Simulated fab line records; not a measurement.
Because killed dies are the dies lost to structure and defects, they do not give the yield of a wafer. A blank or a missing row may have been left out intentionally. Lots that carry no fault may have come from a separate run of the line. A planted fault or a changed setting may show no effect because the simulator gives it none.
Lot-split experiment    flow n5 finfet    21 wafers read across 7 lots, on a route 1938 steps long

ON THE SPLIT
At N5_BEOL_M15_TRENCH_ETCH_34 (etches SiO2 in C4F8/O2/Ar, target depth 872.93 nm, time 199 s), the setting bias w was moved away from the recipe's 2040 W on 9 of the 21 wafers read, by -9.9% to +17.9%. All remaining wafers had this setting at the recipe value.

The split's own step is where the reading is taken.

THE READING
rf vpp V, in V, at N5_BEOL_M15_TRENCH_ETCH_34 (etches SiO2 in C4F8/O2/Ar, target depth 872.93 nm, time 199 s). Typical for fault-free wafers on this fab line: 2213 V, with standard deviation 26 V.

wafer   tool, chamber at the split  bias w as run, W  against the recipe  rf vpp V, V  against lot-mates on the recipe
L076.3  rie diel-02, 2              2040              recipe              2184         -
L076.4  rie diel-02, 3              2040              recipe              2216         -
L076.6  rie diel-02, 2              2040              recipe              2183         -
L080.1  rie diel-06, 0              2341              +14.8%              2424         no lot-mate on the recipe
L080.3  rie diel-06, 1              2341              +14.8%              2406         no lot-mate on the recipe
L080.5  rie diel-06, 1              2341              +14.8%              2405         no lot-mate on the recipe
L081.1  rie diel-06, 3              2040              recipe              2258         -
L081.2  rie diel-06, 1              2040              recipe              2188         -
L081.4  rie diel-06, 0              2040              recipe              2205         -
L084.2  rie diel-04, 2              2040              recipe              2198         -
L084.3  rie diel-04, 3              1855              -9.1%               2041         -157
L084.4  rie diel-04, 1              1855              -9.1%               2098         -100
L085.1  rie diel-04, 0              2040              recipe              2230         -
L085.2  rie diel-04, 2              2405              +17.9%              2458         +252
L085.4  rie diel-04, 3              2040              recipe              2182         -
L093.2  rie diel-04, 0              2157              +5.7%               2317         +87
L093.3  rie diel-04, 3              2157              +5.7%               2266         +36
L093.5  rie diel-04, 0              2040              recipe              2230         -
L095.1  rie diel-06, 3              2040              recipe              2254         -
L095.2  rie diel-06, 2              1838              -9.9%               2081         -140
L095.5  rie diel-06, 1              2040              recipe              2187         -

FIT RESULTS
A straight line over all 21 wafers: rf vpp V changes by +14 V for each +1% of bias w; r = +0.98; the points scatter about the line by 25 V.
The same after taking each lot's own level away (the mean of its wafers on the recipe; 18 wafers): +13.8 V for each +1%; r = +0.96; scatter 25 V.
On that fit, the largest move of bias w shifts the reading by 2.5e+02 V.
From 2194.3 to 2230.0 V: that is the span of the lots' own levels, equal to 1.4 times the standard deviation above.
So the lot-to-lot level changes the slope little: the two slopes agree.
Check: with one of the wafers moved furthest among these (+17.9%) left out of the fit, the line predicts +235 V for it against its lot-mates. Against them it came out at +252 V.
Tool readings at the split's step, against how far the setting was moved: rf vpp V r = +0.98.

FURTHER SPLITS ON THESE WAFERS
Other splits were also applied to these wafers ahead of the reading. Each is held against what the fit with the lots' levels taken away leaves over:
other split on the same wafers  wafers away from the commonest value  r with rf vpp V (lot level and that fit taken away)
N5_BEOL_M14_COAT_66 spin rpm    8                                     -0.02
N5_BEOL_M14_EXPOSE_25 dose mj   5                                     -0.17

FILE'S OWN FIT
rf vpp V changes by +13.9 V for each +1% of bias w, r = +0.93.
